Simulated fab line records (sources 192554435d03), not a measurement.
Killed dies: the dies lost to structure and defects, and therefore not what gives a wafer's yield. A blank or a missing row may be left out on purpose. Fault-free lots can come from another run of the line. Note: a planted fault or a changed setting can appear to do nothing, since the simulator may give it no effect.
Which of the tools did it?	flow n5 finfet	8 lots, 24 wafers sampled, at 3 steps of a route of 1938

WHAT THE GAUGES SHOWED, per wafer
N5_MOL_CONTACT_COAG_INSPECT_42: inspects for defects (brightfield).
lot	measured	on	raw defect count
L325	day 5 06:58	defect inspect-02	296 319 221
L326	day 5 08:47	defect inspect-01	231 227 321
L332	day 6 23:41	defect inspect-02	215 1317 1210
L336	day 8 02:03	defect inspect-02	182 159 1223
L340	day 9 06:40	defect inspect-02	307 225 204
L345	day 10 10:38	defect inspect-02	218 243 260
L346	day 10 21:29	defect inspect-02	217 192 200
L348	day 11 07:22	defect inspect-02	168 120 114

WHAT TOOL EACH LOT RAN ON (gives the tool, then ch and the chambers of the sampled wafers, and finally the start)
lot	N5_MOL_CONTACT_COAG_ETCH_90	N5_MOL_CONTACT_COAG_ETCH_91
L325	rie diel-03 ch 1,3, day 5 05:48	rie diel-03 ch 0,1, day 5 06:05
L326	rie diel-02 ch 0,1, day 5 07:17	rie diel-02 ch 2,3, day 5 07:45
L332	rie diel-02 ch 0,3, day 6 22:24	rie diel-02 ch 1,3, day 6 22:42
L336	rie diel-05 ch 0,1, day 8 00:07	rie diel-02 ch 0,1,3, day 8 01:11
L340	rie diel-03 ch 0,2,3, day 9 05:19	rie diel-03 ch 1,2,3, day 9 05:41
L345	rie diel-02 ch 0,3, day 10 09:28	rie diel-05 ch 1,2,3, day 10 09:46
L346	rie diel-05 ch 0,1,2, day 10 20:09	rie diel-02 ch 0,2,3, day 10 20:30
L348	rie diel-03 ch 2,3, day 11 06:13	rie diel-02 ch 1,3, day 11 06:30
- N5_MOL_CONTACT_COAG_ETCH_90: etches SiARC in CF4, target depth 13 nm, time 21.7 s.
- N5_MOL_CONTACT_COAG_ETCH_91: etches SOC in N2/H2, target depth 60 nm, overetch 21 nm, time 101.2 s.

THE ANSWER, worked out from the rows above alone
Rule: the usual values come from the lots themselves. The widest of any qualifying gaps counts: lots, ordered by their means at a reading, are off when they make up no more than a third of the lots, leave a main group of 4 or more, and stand apart from it by 3 or more times the standard deviation of that group's means. A main group is skipped when, at the precision printed for the reading in the tables above, its means are all equal. A lot without any number at a reading at which 4 lots or more have one is off too. Any other lot the step has rows for is counted as sound.
Off: L332, L336 (N5_MOL_CONTACT_COAG_INSPECT_42, raw defect count). Mean 227 and standard deviation 47 in the main group.
If a tool, at a process step before that reading, ran all the lots that are off and no sound lot after the first of them, it fits. Those tools and the gauges at N5_MOL_CONTACT_COAG_INSPECT_42 are tried in the same way. Of those tried, none fits.

WHAT HAD BEEN PUT IN BY THE SIMULATOR
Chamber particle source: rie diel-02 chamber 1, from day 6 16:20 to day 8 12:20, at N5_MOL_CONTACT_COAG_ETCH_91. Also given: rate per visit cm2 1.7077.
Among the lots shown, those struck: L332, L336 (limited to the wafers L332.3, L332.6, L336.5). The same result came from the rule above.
